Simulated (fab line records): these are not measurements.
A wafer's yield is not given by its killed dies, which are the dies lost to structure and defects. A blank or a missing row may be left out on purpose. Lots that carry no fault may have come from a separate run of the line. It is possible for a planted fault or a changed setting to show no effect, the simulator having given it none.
Split-lot study | flow n5Finfet | on a route of 1938 steps: 7 lots, 21 wafers read

THE SPLIT ITSELF
At N5_BEOL_M1_TRENCH_ETCH_37 (etches SiOC in C4F6/O2, target depth 55.207 nm, time 29 s), the setting biasW was moved away from the recipe's 185 W on 7 of the 21 wafers read, by -17.2% to +6.3%. For the rest of the wafers, this setting stayed at what the recipe calls for.

Reading taken at the split's own step.

THE READING
rfVppV, in V, at N5_BEOL_M1_TRENCH_ETCH_37 (etches SiOC in C4F6/O2, target depth 55.207 nm, time 29 s). A value of 662 V with a standard deviation of 11 V is what fault-free wafers of this fab line usually give.

wafer  | tool, chamber at the split | biasW as run, W | against the recipe | rfVppV, V | against lot-mates on the recipe
L083.2 | rieDiel-01, 3              | 185             | recipe             | 645       | -
L083.5 | rieDiel-01, 0              | 196.6           | +6.3%              | 700       | +55
L083.6 | rieDiel-01, 1              | 196.6           | +6.3%              | 708       | +63
L084.2 | rieDiel-04, 0              | 185             | recipe             | 665       | -
L084.4 | rieDiel-04, 3              | 185             | recipe             | 662       | -
L084.5 | rieDiel-04, 2              | 185             | recipe             | 665       | -
L086.1 | rieDiel-01, 3              | 185             | recipe             | 646       | -
L086.4 | rieDiel-01, 1              | 185             | recipe             | 674       | -
L086.6 | rieDiel-01, 1              | 185             | recipe             | 676       | -
L089.1 | rieDiel-01, 3              | 185             | recipe             | 647       | -
L089.4 | rieDiel-01, 2              | 185             | recipe             | 654       | -
L089.5 | rieDiel-01, 1              | 185             | recipe             | 676       | -
L091.1 | rieDiel-02, 0              | 185             | recipe             | 639       | -
L091.2 | rieDiel-02, 3              | 166             | -10.3%             | 602       | -57
L091.3 | rieDiel-02, 2              | 185             | recipe             | 679       | -
L093.1 | rieDiel-01, 3              | 153.1           | -17.2%             | 555       | -98
L093.4 | rieDiel-01, 2              | 185             | recipe             | 653       | -
L093.6 | rieDiel-01, 2              | 153.1           | -17.2%             | 562       | -91
L096.4 | rieDiel-01, 0              | 154.3           | -16.6%             | 578       | -90
L096.5 | rieDiel-01, 1              | 154.3           | -16.6%             | 584       | -84
L096.6 | rieDiel-01, 0              | 185             | recipe             | 668       | -

THE FIT
A straight line over all 21 wafers: rfVppV changes by +5.57 V for each +1% of biasW; r = +0.96; the points scatter about the line by 12 V.
The same after taking each lot's own level away (the mean of its wafers on the recipe; 21 wafers): +5.8 V for each +1%; r = +0.96; scatter 12 V.
The reading moves by 1e+02 V for the largest change in biasW, on that fit.
From 645.0 to 668.0 V: that is the span of the lots' own levels, equal to 2.1 times the standard deviation above.
So the lot-to-lot level changes the slope little: the two slopes agree.
Check: for one of the wafers moved furthest among these (-17.2%), held out of the fit, the line's prediction against its lot-mates is -95.9 V. Against them it came out at -98 V.
Tool readings at the split's step, against how far the setting was moved: rfVppV r = +0.96.

THESE WAFERS: OTHER SPLITS
Other splits were also applied to these wafers ahead of the reading. Each is held against what the fit with the lots' levels taken away leaves over:
other split on the same wafers          | wafers away from the commonest value | r with rfVppV (lot level and that fit taken away)
N5_MOL_CONTACT_COAG_CVD_140 targetThkA  | 7                                    | +0.09
N5_BEOL_M0_TRENCH_ETCH_107 targetDepthA | 9                                    | -0.20

THE FILE'S OWN FIT
rfVppV changes by +5.61 V for each +1% of biasW, r = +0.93.
